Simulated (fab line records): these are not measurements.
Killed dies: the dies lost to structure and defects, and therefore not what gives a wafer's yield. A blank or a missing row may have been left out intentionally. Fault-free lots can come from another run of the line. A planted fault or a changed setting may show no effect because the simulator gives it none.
fab line records + flow nandHarc
[record]
- lots = 12
- wafers = 36
- lastDay = 24
route steps=1159 shown A_CONTACT@907 A_BONDPAD@1075 THIN_TSV@1126 END@1158
lots with no fault: from the same line, run without faults
startH: the number of hours between the record's first day and the start of the first shown wafer of the lot + waitH: hours since the lot's step before + " identical to the entry in the row above + L1.1+2: several wafers, shown together as one row + - value missing, or start not given + * or withheld: withheld + < > ~ a bound
route shown NAME@n: names a module that has steps shown in the file, with the first one's number in the route + usual: mean and standard deviation over wafers with no fault + same: alike in all rows + chamber/n: place in a boat + sites: each site's reading + _std_site: standard deviation of those values + _edge_site: mean of outer sites minus mean of inner sites + radiusMm: for every site, how far away it sits from the centre of the wafer + mask NAME#n: copy n + behind: tool/chamber where the wafer was last shaped + hold: reason for holding the lot/hours on hold/outcome of the hold + device: names the non-switching transistor (n, p or np) + end of line: the route-end tests of the same wafers + a step without rows: its recipe alone + killed: not the wafer's yield, but the dies lost to structure and defects at the first sort + map: per-die view of a wafer (x killed, . not killed, _ where there is no die)
set.NAME: the setting the step ran with; set.NAME@STEP: the setting that earlier step ran with + model.NAME: the simulator's own value behind a step, which no gauge read
steps of the route over a sample of lots; a table a step, a row a wafer
services: from which hour (startH, from the record's first day; less than 0 if before it) a tool's chamber was out of use, for how many hours, and why
[[steps]]
[step NHARC_A_CONTACT_ETCH_127]
[recipe]
- sourceW = withheld
- pressureMtorr = 20
- biasV = 1200
- timeS = 155
- targetDepthA = 9560
- arFlowSccm = withheld
- c4f8FlowSccm = withheld
- o2FlowSccm = withheld
- chemistry = C4F8/O2/Ar
[same]
- timeS = 155
| lot.wafer | tool          | chamber | startH | waitH | rfHoursCounterH |
|-----------|---------------|---------|--------|-------|-----------------|
| L335.3    | harCapEtch-03 | 1       | 377.75 | 0.1   | -               |
| L335.4    | "             | 0       | "      | "     | -               |
| L335.5    | "             | 1       | "      | "     | -               |
| L337.2    | harCapEtch-01 | 1       | 379.34 | 0.1   | 59              |
| L337.3    | "             | 0       | "      | "     | -               |
| L337.6    | "             | 0       | "      | "     | -               |
| L339.1    | harCapEtch-01 | 0       | 399.24 | 0.1   | 62              |
| L339.3    | "             | 0       | "      | "     | -               |
| L339.4    | "             | 1       | "      | "     | -               |
| L341.2    | harCapEtch-03 | 0       | 405.47 | 0.1   | 92              |
| L341.5    | "             | 1       | "      | "     | -               |
| L341.6    | "             | 0       | "      | "     | -               |
| L342.2    | harCapEtch-01 | 1       | 417.31 | 0.1   | 65              |
| L342.4    | "             | 0       | "      | "     | -               |
| L342.6    | "             | 1       | "      | "     | -               |
| L345.1    | harCapEtch-01 | 1       | 433.37 | 0.1   | 67              |
| L345.4    | "             | 0       | "      | "     | -               |
| L345.3    | "             | 1       | "      | "     | -               |
| L344.3    | harCapEtch-03 | 0       | 434.85 | 0.1   | -               |
| L344.4    | "             | 1       | "      | "     | -               |
| L344.5    | "             | 1       | "      | "     | -               |
| L348.2    | harCapEtch-03 | 1       | 443.88 | 0.1   | 100             |
| L348.4    | "             | 0       | "      | "     | -               |
| L348.5    | "             | 0       | "      | "     | -               |
| L347.2    | harCapEtch-01 | 0       | 447.87 | 0.1   | 71              |
| L347.3    | "             | 1       | "      | "     | -               |
| L347.5    | "             | 0       | "      | "     | -               |
| L346.1    | harCapEtch-01 | 0       | 457.99 | 0.1   | 74              |
| L346.2    | "             | 1       | "      | "     | 74              |
| L346.3    | "             | 0       | "      | "     | -               |
| L353.3    | harCapEtch-03 | 1       | 485.85 | 0.1   | -               |
| L353.6    | "             | 1       | "      | "     | -               |
| L353.5    | "             | 0       | "      | "     | -               |
| L358.2    | harCapEtch-02 | 1       | 512.66 | 0.1   | 29              |
| L358.1    | "             | 0       | "      | "     | 29              |
| L358.6    | "             | 1       | "      | "     | -               |
[step NHARC_A_BONDPAD_DESCUM_11]
[recipe]
- timeS = 3
- o2FlowSccm = 200
- arFlowSccm = 0
- biasPowerW = 0
- chemistry = O2
[usual]
- drypumpMotorCurrentA = 5.8/0.42
- oesProductAu = 0.996/0.011
- rfVppV = 57.8/0.82
- showerheadPlenumPTorr = 1.91/0.069
- throttleValvePct = 11.312/0.0093
[same]
- timeS = 3
| lot.wafer | tool       | chamber | startH | waitH | drypumpMotorCurrentA | oesProductAu | rfHoursCounterH | rfVppV | showerheadPlenumPTorr | throttleValvePct |
|-----------|------------|---------|--------|-------|----------------------|--------------|-----------------|--------|-----------------------|------------------|
| L335.3    | rieDiel-09 | 2       | 407.33 | -     | 5.5                  | 0.996        | 6               | 55.3   | 1.85                  | 11.309           |
| L335.5    | "          | 2       | "      | "     | 5.5                  | 1.002        | -               | 57.4   | 1.85                  | 11.323           |
| L335.4    | "          | 0       | "      | "     | 6.4                  | 0.986        | -               | 59.1   | 2.02                  | 11.297           |
| L337.2    | rieDiel-08 | 0       | 409.33 | -     | 6.3                  | 1.009        | 18              | 56.7   | 1.84                  | 11.327           |
| L337.3    | "          | 1       | "      | "     | 6.1                  | 0.984        | 21              | 57.5   | 1.86                  | 11.300           |
| L337.6    | "          | 2       | "      | "     | 4.9                  | 0.998        | -               | 57.9   | 2.02                  | 11.327           |
| L339.3    | rieDiel-04 | 2       | 430.09 | -     | 5.6                  | 1.009        | 39              | 58.7   | 2.04                  | 11.312           |
| L339.1    | "          | 0       | "      | "     | 5.7                  | 0.998        | 49              | 57.7   | 1.95                  | 11.311           |
| L339.4    | "          | 2       | "      | "     | 5.6                  | 0.996        | -               | 59.0   | 2.04                  | 11.313           |
| L341.2    | rieDiel-04 | 0       | 434.89 | -     | 5.7                  | 0.986        | 50              | 58.0   | 1.95                  | 11.321           |
| L341.6    | "          | 0       | "      | "     | 5.7                  | 0.990        | -               | 59.2   | 1.95                  | 11.296           |
| L341.5    | "          | 1       | "      | "     | 5.5                  | 0.997        | -               | 57.3   | 1.87                  | 11.314           |
| L342.2    | rieDiel-09 | 0       | 445.49 | -     | 6.3                  | 0.988        | 0               | 57.5   | 2.02                  | 11.306           |
| L342.4    | "          | 1       | "      | "     | 5.5                  | 0.974        | 0               | 58.8   | 1.87                  | 11.313           |
| L342.6    | "          | 3       | "      | "     | 6.3                  | 1.001        | -               | 56.6   | 1.90                  | 11.308           |
| L345.4    | rieDiel-09 | 2       | 464.80 | -     | 5.5                  | 0.996        | 1               | 56.8   | 1.85                  | 11.313           |
| L345.3    | "          | 3       | "      | "     | 6.3                  | 1.010        | 1               | 56.2   | 1.90                  | 11.325           |
| L345.1    | "          | 0       | "      | "     | 6.3                  | 0.994        | 1               | 58.2   | 2.01                  | 11.302           |
| L344.3    | rieDiel-09 | 2       | 465.26 | -     | 5.5                  | 0.986        | 1               | 56.7   | 1.85                  | 11.306           |
| L344.4    | "          | 0       | "      | "     | 6.3                  | 0.993        | 1               | 58.1   | 2.01                  | 11.317           |
| L344.5    | "          | 1       | "      | "     | 5.5                  | 0.971        | -               | 57.9   | 1.87                  | 11.324           |
| L348.2    | rieDiel-08 | 0       | 470.10 | -     | 6.3                  | 1.016        | 28              | 56.3   | 1.84                  | 11.303           |
| L348.4    | "          | 3       | "      | "     | 6.2                  | 1.009        | 24              | 57.5   | 1.82                  | 11.334           |
| L348.5    | "          | 1       | "      | "     | 6.1                  | 0.995        | -               | 57.2   | 1.86                  | 11.309           |
| L347.2    | rieDiel-09 | 0       | 472.53 | -     | 6.3                  | 0.996        | 1               | 58.9   | 2.01                  | 11.307           |
| L347.3    | "          | 3       | "      | "     | 6.3                  | 1.009        | 1               | 56.6   | 1.90                  | 11.318           |
| L347.5    | "          | 3       | "      | "     | 6.3                  | 1.009        | -               | 59.1   | 1.90                  | 11.298           |
| L346.2    | rieDiel-04 | 3       | 483.83 | -     | 5.9                  | 1.003        | 2               | 59.4   | 1.96                  | 11.301           |
| L346.3    | "          | 0       | "      | "     | 5.7                  | 0.983        | 2               | 56.7   | 1.95                  | 11.291           |
| L346.1    | "          | 1       | "      | "     | 5.5                  | 0.991        | 2               | 58.7   | 1.87                  | 11.302           |
| L353.3    | rieDiel-09 | 1       | 517.84 | -     | 5.4                  | 0.973        | 3               | 57.0   | 1.87                  | 11.318           |
| L353.6    | "          | 3       | "      | "     | 6.3                  | 1.017        | -               | 59.1   | 1.89                  | 11.309           |
| L353.5    | "          | 0       | "      | "     | 6.3                  | 0.986        | -               | 57.8   | 2.01                  | 11.312           |
| L358.1    | rieDiel-09 | 2       | 540.04 | -     | 5.5                  | 1.001        | 4               | 58.2   | 1.85                  | 11.308           |
| L358.2    | "          | 3       | "      | "     | 6.3                  | 1.005        | 4               | 56.4   | 1.89                  | 11.302           |
| L358.6    | "          | 1       | "      | "     | 5.4                  | 0.974        | -               | 59.2   | 1.87                  | 11.314           |
[step NHARC_THIN_TSV_STRIP_62]
[recipe]
- powerW = 1500
- tempC = 250
- timeS = 20
- chemistry = N2/H2
[usual]
- drypumpMotorCurrentA = 5.77/0.051
- heaterPowerW = 339/25
[same]
- timeS = 20
| lot.wafer | tool           | chamber | startH | waitH | drypumpMotorCurrentA | heaterPowerW | rfHoursCounterH |
|-----------|----------------|---------|--------|-------|----------------------|--------------|-----------------|
| L337.2    | plasmaAsher-02 | 0       | 431.17 | -     | 5.84                 | 316          | 21              |
| L337.3    | "              | 1       | "      | "     | 5.74                 | 350          | -               |
| L337.6    | "              | 0       | "      | "     | 5.86                 | 298          | -               |
| L335.4    | plasmaAsher-02 | 0       | 432.44 | -     | 5.87                 | 303          | -               |
| L335.3    | "              | 1       | "      | "     | 5.74                 | 349          | -               |
| L335.5    | "              | 0       | "      | "     | 5.85                 | 310          | -               |
| L339.1    | plasmaAsher-01 | 0       | 451.31 | -     | 5.71                 | 369          | 56              |
| L339.3    | "              | 1       | "      | "     | 5.75                 | 316          | -               |
| L339.4    | "              | 0       | "      | "     | 5.70                 | 371          | -               |
| L341.2    | plasmaAsher-02 | 1       | 452.38 | -     | 5.73                 | 370          | 30              |
| L341.5    | "              | 1       | "      | "     | 5.73                 | 350          | -               |
| L341.6    | "              | 0       | "      | "     | 5.84                 | 311          | -               |
| L342.2    | plasmaAsher-02 | 1       | 463.14 | -     | 5.73                 | 349          | 37              |
| L342.4    | "              | 1       | "      | "     | 5.73                 | 355          | -               |
| L342.6    | "              | 0       | "      | "     | 5.81                 | 307          | -               |
| L345.1    | plasmaAsher-02 | 1       | 482.61 | -     | 5.73                 | 356          | 43              |
| L345.3    | "              | 0       | "      | "     | 5.84                 | 316          | -               |
| L345.4    | "              | 1       | "      | "     | 5.72                 | 343          | -               |
| L344.4    | plasmaAsher-02 | 0       | 484.20 | -     | 5.84                 | 306          | -               |
| L344.3    | "              | 1       | "      | "     | 5.73                 | 355          | -               |
| L344.5    | "              | 0       | "      | "     | 5.84                 | 305          | -               |
| L348.2    | plasmaAsher-01 | 1       | 491.80 | -     | 5.75                 | 335          | 9               |
| L348.4    | "              | 0       | "      | "     | 5.77                 | 358          | -               |
| L348.5    | "              | 1       | "      | "     | 5.75                 | 334          | -               |
| L347.2    | plasmaAsher-02 | 0       | 492.60 | -     | 5.86                 | 305          | 47              |
| L347.3    | "              | 1       | "      | "     | 5.74                 | 357          | -               |
| L347.5    | "              | 1       | "      | "     | 5.72                 | 351          | -               |
| L346.2    | plasmaAsher-02 | 0       | 505.89 | -     | 5.87                 | 304          | 51              |
| L346.1    | "              | 1       | "      | "     | 5.71                 | 354          | 51              |
| L346.3    | "              | 0       | "      | "     | 5.83                 | 304          | -               |
| L353.3    | plasmaAsher-01 | 0       | 536.49 | -     | 5.70                 | 362          | -               |
| L353.6    | "              | 1       | "      | "     | 5.78                 | 330          | -               |
| L353.5    | "              | 0       | "      | "     | 5.73                 | 373          | -               |
| L358.2    | plasmaAsher-01 | 0       | 557.64 | -     | 5.73                 | 373          | 34              |
| L358.1    | "              | 1       | "      | "     | 5.76                 | 326          | 34              |
| L358.6    | "              | 1       | "      | "     | 5.78                 | 337          | -               |
[step NHARC_END_WLT_00]
[usual]
- VT_DECK1_BOTTOM = 0.869/0.0084
- VT_DECK1_BOTTOM_INNER = 0.869/0.0075
- VT_DECK1_MEDIAN_NEAR_BOTTOM = 0.869/0.0081
- VT_DECK1_MEDIAN_NEAR_BOTTOM_INNER = 0.869/0.0084
- VT_DECK1_MIDDLE = 0.883/0.0075
- VT_DECK1_MIDDLE_INNER = 0.883/0.0072
- VT_DECK1_TOP = 0.895/0.0076
- VT_DECK1_TOP_INNER = 0.895/0.0081
| lot.wafer | tool      | chamber | startH | waitH | VT_DECK1_BOTTOM | VT_DECK1_BOTTOM_INNER | VT_DECK1_MEDIAN_NEAR_BOTTOM | VT_DECK1_MEDIAN_NEAR_BOTTOM_INNER | VT_DECK1_MIDDLE | VT_DECK1_MIDDLE_INNER | VT_DECK1_TOP | VT_DECK1_TOP_INNER |
|-----------|-----------|---------|--------|-------|-----------------|-----------------------|-----------------------------|-----------------------------------|-----------------|-----------------------|--------------|--------------------|
| L337.2    | prober-01 | -       | 440.83 | 0.5   | 0.867           | 0.861                 | 0.872                       | 0.874                             | 0.879           | 0.871                 | 0.892        | 0.894              |
| L337.3    | "         | -       | "      | "     | 0.869           | 0.873                 | 0.862                       | 0.868                             | 0.881           | 0.879                 | 0.889        | 0.894              |
| L337.6    | "         | -       | 442.84 | 2.6   | 0.870           | 0.870                 | 0.868                       | 0.863                             | 0.886           | 0.878                 | 0.889        | 0.892              |
| L335.3    | prober-02 | -       | 441.33 | 1.1   | 0.857           | 0.869                 | 0.867                       | 0.864                             | 0.883           | 0.879                 | 0.887        | 0.891              |
| L335.4    | "         | -       | "      | "     | 0.863           | 0.859                 | 0.869                       | 0.881                             | 0.878           | 0.882                 | 0.897        | 0.894              |
| L335.5    | "         | -       | "      | "     | 0.870           | 0.864                 | 0.867                       | 0.865                             | 0.882           | 0.879                 | 0.889        | 0.892              |
| L339.1    | prober-01 | -       | 462.87 | 0.0   | 0.871           | 0.868                 | 0.867                       | 0.867                             | 0.883           | 0.877                 | 0.888        | 0.894              |
| L339.3    | "         | -       | 463.87 | 1.0   | 0.867           | 0.859                 | 0.858                       | 0.864                             | 0.885           | 0.880                 | 0.903        | 0.897              |
| L339.4    | "         | -       | "      | "     | 0.866           | 0.861                 | 0.865                       | 0.861                             | 0.881           | 0.879                 | 0.901        | 0.898              |
| L341.2    | prober-02 | -       | 464.21 | 1.4   | 0.890           | 0.883                 | 0.891                       | 0.874                             | 0.898           | 0.899                 | 0.909        | 0.910              |
| L341.5    | "         | -       | 465.71 | 2.9   | 0.876           | 0.872                 | 0.882                       | 0.875                             | 0.888           | 0.892                 | 0.907        | 0.904              |
| L341.6    | "         | -       | "      | "     | 0.881           | 0.868                 | 0.877                       | 0.877                             | 0.888           | 0.889                 | 0.912        | 0.906              |
| L342.2    | prober-01 | -       | 472.70 | 0.5   | 0.878           | 0.884                 | 0.876                       | 0.875                             | 0.893           | 0.888                 | 0.897        | 0.904              |
| L342.4    | "         | -       | 473.71 | 1.6   | 0.883           | 0.882                 | 0.875                       | 0.884                             | 0.895           | 0.896                 | 0.897        | 0.902              |
| L342.6    | "         | -       | 474.72 | 2.6   | 0.882           | 0.878                 | 0.880                       | 0.877                             | 0.896           | 0.884                 | 0.893        | 0.893              |
| L345.1    | prober-01 | -       | 489.46 | 0.0   | 0.850           | 0.851                 | 0.854                       | 0.854                             | 0.871           | 0.873                 | 0.885        | 0.888              |
| L345.3    | "         | -       | "      | "     | 0.860           | 0.868                 | 0.859                       | 0.870                             | 0.876           | 0.877                 | 0.884        | 0.882              |
| L345.4    | "         | -       | "      | "     | 0.847           | 0.863                 | 0.850                       | 0.858                             | 0.867           | 0.877                 | 0.887        | 0.885              |
| L344.3    | prober-01 | -       | 498.26 | 4.9   | 0.858           | 0.858                 | 0.865                       | 0.860                             | 0.872           | 0.882                 | 0.898        | 0.893              |
| L344.4    | "         | -       | "      | "     | 0.877           | 0.873                 | 0.872                       | 0.876                             | 0.888           | 0.895                 | 0.894        | 0.893              |
| L344.5    | "         | -       | "      | "     | 0.868           | 0.857                 | 0.864                       | 0.861                             | 0.883           | 0.879                 | 0.899        | 0.895              |
| L348.2    | prober-01 | -       | 505.55 | 6.3   | 0.866           | 0.854                 | 0.857                       | 0.863                             | 0.869           | 0.874                 | 0.887        | 0.887              |
| L348.4    | "         | -       | 506.56 | 7.3   | 0.861           | 0.862                 | 0.864                       | 0.862                             | 0.867           | 0.880                 | 0.886        | 0.890              |
| L348.5    | "         | -       | "      | "     | 0.854           | 0.850                 | 0.860                       | 0.866                             | 0.866           | 0.869                 | 0.883        | 0.871              |
| L347.2    | prober-02 | -       | 507.54 | 8.3   | 0.870           | 0.878                 | 0.875                       | 0.881                             | 0.891           | 0.894                 | 0.904        | 0.908              |
| L347.3    | "         | -       | "      | "     | 0.867           | 0.873                 | 0.869                       | 0.870                             | 0.888           | 0.889                 | 0.908        | 0.904              |
| L347.5    | "         | -       | "      | "     | 0.864           | 0.870                 | 0.874                       | 0.872                             | 0.892           | 0.893                 | 0.902        | 0.904              |
| L346.1    | prober-02 | -       | 514.76 | 0.7   | 0.879           | 0.871                 | 0.867                       | 0.870                             | 0.890           | 0.880                 | 0.902        | 0.890              |
| L346.2    | "         | -       | "      | "     | 0.865           | 0.859                 | 0.870                       | 0.864                             | 0.876           | 0.883                 | 0.888        | 0.888              |
| L346.3    | "         | -       | "      | "     | 0.879           | 0.880                 | 0.870                       | 0.869                             | 0.874           | 0.878                 | 0.894        | 0.892              |
| L353.3    | prober-02 | -       | 545.94 | 1.1   | 0.879           | 0.881                 | 0.874                       | 0.878                             | 0.897           | 0.888                 | 0.899        | 0.905              |
| L353.5    | "         | -       | 546.94 | 2.1   | 0.878           | 0.874                 | 0.876                       | 0.882                             | 0.898           | 0.890                 | 0.905        | 0.906              |
| L353.6    | "         | -       | "      | "     | 0.872           | 0.875                 | 0.867                       | 0.877                             | 0.884           | 0.892                 | 0.903        | 0.908              |
| L358.1    | prober-02 | -       | 566.90 | 0.1   | 0.867           | 0.867                 | 0.870                       | 0.872                             | 0.876           | 0.885                 | 0.892        | 0.899              |
| L358.2    | "         | -       | "      | "     | 0.870           | 0.870                 | 0.875                       | 0.872                             | 0.883           | 0.880                 | 0.893        | 0.905              |
| L358.6    | "         | -       | 569.36 | 2.5   | 0.871           | 0.875                 | 0.872                       | 0.870                             | 0.884           | 0.886                 | 0.896        | 0.895              |
[step NHARC_END_SORT_01]
[recipe]
- tempC = 25
[usual]
- killedAtArray = 28/11
- killedAtOther = 0.7/1.1
- killedAtPeriphery = 2.9/2
- killedDies = 32/11
- killedOpen = 3.2/1.8
- killedShort = 2.0/1.4
[same]
- grossDies = 677
| lot.wafer | tool      | chamber | startH | waitH | killedAtArray | killedAtOther | killedAtPeriphery | killedDies | killedOpen | killedShort |
|-----------|-----------|---------|--------|-------|---------------|---------------|-------------------|------------|------------|-------------|
| L347.2    | prober-02 | 0       | 510.78 | 2.7   | 10            | 0             | 3                 | 13         | 2          | 1           |
| L347.3    | prober-02 | 0       | 511.57 | 3.1   | 69            | 0             | 1                 | 70         | 2          | 2           |
| L347.5    | prober-02 | 0       | 513.16 | 3.7   | 11            | 0             | 1                 | 12         | 2          | 1           |
| L346.1    | prober-02 | 0       | 517.75 | 2.5   | 30            | 2             | 4                 | 36         | 3          | 2           |
| L346.2    | prober-02 | 0       | 518.54 | 2.8   | 77            | 2             | 3                 | 82         | 1          | 1           |
| L346.3    | prober-02 | 0       | 519.34 | 3.1   | 36            | 4             | 4                 | 44         | 3          | 1           |
// killed by level:class
L347.2 A_CONTACT:chamberFilmFlake=3 A_CHANNEL_HOLE_D1:chamberFilmFlake=2 P_M0:geometricParticle:open=1 A_ONON_D1:geometricParticle:short=1 A_CHANNEL_FILL_D1:geometricParticle:open=1 P_STI:chamberFilmFlake=1 P_M1:chamberFilmFlake=1 A_STAIRCASE:chamberFilmFlake=1
L347.3 A_CONTACT:unspecified=60 A_CHANNEL_HOLE_D1:chamberFilmFlake=3 A_SGD_CUT:chamberFilmFlake=2 P_M1:geometricParticle:open=1 A_ONON_D1:geometricParticle:short=1 A_SLIT:geometricParticle:open=1 A_M0:geometricParticle:short=1 A_STAIRCASE:chamberFilmFlake=1
L347.5 A_CHANNEL_HOLE_D1:chamberFilmFlake=5 A_SGD_CUT:chamberFilmFlake=2 P_BONDPAD:geometricParticle:open=1 A_BLC:geometricParticle:open=1 A_M1:geometricParticle:short=1 A_WL_FILL:chamberFilmFlake=1 A_CONTACT:chamberFilmFlake=1
L346.1 A_SLIT:chamberFilmFlake=12 A_CONTACT:chamberFilmFlake=7 A_CHANNEL_HOLE_D1:chamberFilmFlake=5 A_ZERO_WELL:chamberFilmFlake=3 P_M0:geometricParticle:short=1 A_SOURCE_PLATE:geometricParticle:short=1 A_CONTACT:geometricParticle:open=1 A_M0:geometricParticle:open=1
L346.2 A_CONTACT:unspecified=55 A_SLIT:chamberFilmFlake=8 A_CHANNEL_HOLE_D1:chamberFilmFlake=6 A_CONTACT:chamberFilmFlake=2 THIN_TSV:chamberFilmFlake=2 A_WL_FILL:geometricParticle:short=1 A_M0:geometricParticle:open=1 P_GATE:chamberFilmFlake=1
L346.3 A_SLIT:chamberFilmFlake=17 A_CHANNEL_HOLE_D1:chamberFilmFlake=10 A_CONTACT:chamberFilmFlake=4 THIN_TSV:chamberFilmFlake=4 P_GATE:chamberFilmFlake=2 P_CONTACT:geometricParticle:open=1 A_WL_FILL:geometricParticle:open=1 A_WL_FILL:geometricParticle:short=1
[[services]]
| tool           | chamber | startH | hours | kind      |
|----------------|---------|--------|-------|-----------|
| plasmaAsher-02 | -       | 360.67 | 9.0   | pm        |
| plasmaAsher-02 | 0       | 360.67 | 9.0   | ventCycle |
| plasmaAsher-02 | 1       | 360.67 | 9.0   | ventCycle |
| plasmaAsher-02 | 0       | 369.67 | -     | clean     |
| plasmaAsher-02 | 1       | 369.67 | -     | clean     |
| rieDiel-09     | 0       | 372.51 | 3.0   | repair    |
| plasmaAsher-01 | -       | 381.93 | 6.6   | repair    |
| rieDiel-08     | 2       | 384.74 | 5.2   | repair    |
| rieDiel-09     | -       | 390.25 | 0.7   | repair    |
| rieDiel-09     | 3       | 404.75 | 5.5   | repair    |
| harCapEtch-02  | -       | 407.79 | 0.4   | repair    |
| rieDiel-04     | 3       | 419.08 | 20.6  | repair    |
| rieDiel-09     | -       | 431.10 | 9.0   | pm        |
| plasmaAsher-01 | -       | 453.36 | 9.0   | pm        |
| rieDiel-04     | -       | 466.31 | 9.0   | pm        |
| rieDiel-09     | 1       | 472.46 | 2.5   | repair    |
| rieDiel-08     | -       | 478.86 | 9.0   | pm        |
| plasmaAsher-01 | -       | 483.68 | 0.7   | repair    |
| rieDiel-08     | -       | 504.61 | 0.9   | repair    |
| rieDiel-08     | 1       | 510.47 | 3.5   | repair    |
| plasmaAsher-01 | -       | 523.38 | 0.7   | repair    |
| plasmaAsher-02 | -       | 537.67 | 9.0   | pm        |
| rieDiel-08     | 1       | 539.98 | 9.6   | repair    |
| harCapEtch-03  | -       | 545.00 | 17.0  | pm        |
[[key]]
[firstSign]
- step = NHARC_END_SORT_01
- reading = killedAtArray
- direction = up
- sigmas = 4.1
- usual = 28
- struck = 73
[effect]
- step = NHARC_END_SORT_01
- reading = killedDies
- direction = up
- sigmas = 3.9
- usual = 32
- struck = 76
[moreKillsBornAt]
- NHARC_A_CONTACT_ETCH_127@harCapEtch-01 = 112
metAt NHARC_A_CONTACT_ETCH_127
struckLots L346,L347
struckWafers L346.2,L347.3
testerLeftOut L346,L347
notActingAt NHARC_A_BONDPAD_DESCUM_11,NHARC_THIN_TSV_STRIP_62,NHARC_END_WLT_00
onsetBetween 433.37 447.87
[fault]
- kind = chamberParticleSource
- tool = harCapEtch-01
- chamber = 1
- onsetH = 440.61
- steps = NHARC_A_CONTACT_ETCH_127
- ratePerVisitCm2 = 1.346
- endH = 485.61
// testerLeftOut: of these lots the tester's yield and bins aren't shown, on N5 and GAA mostly nor the transistor test; their killed dies are dies lost to structure and defects alone, not to doping, threshold or leakage, so they don't give the yield
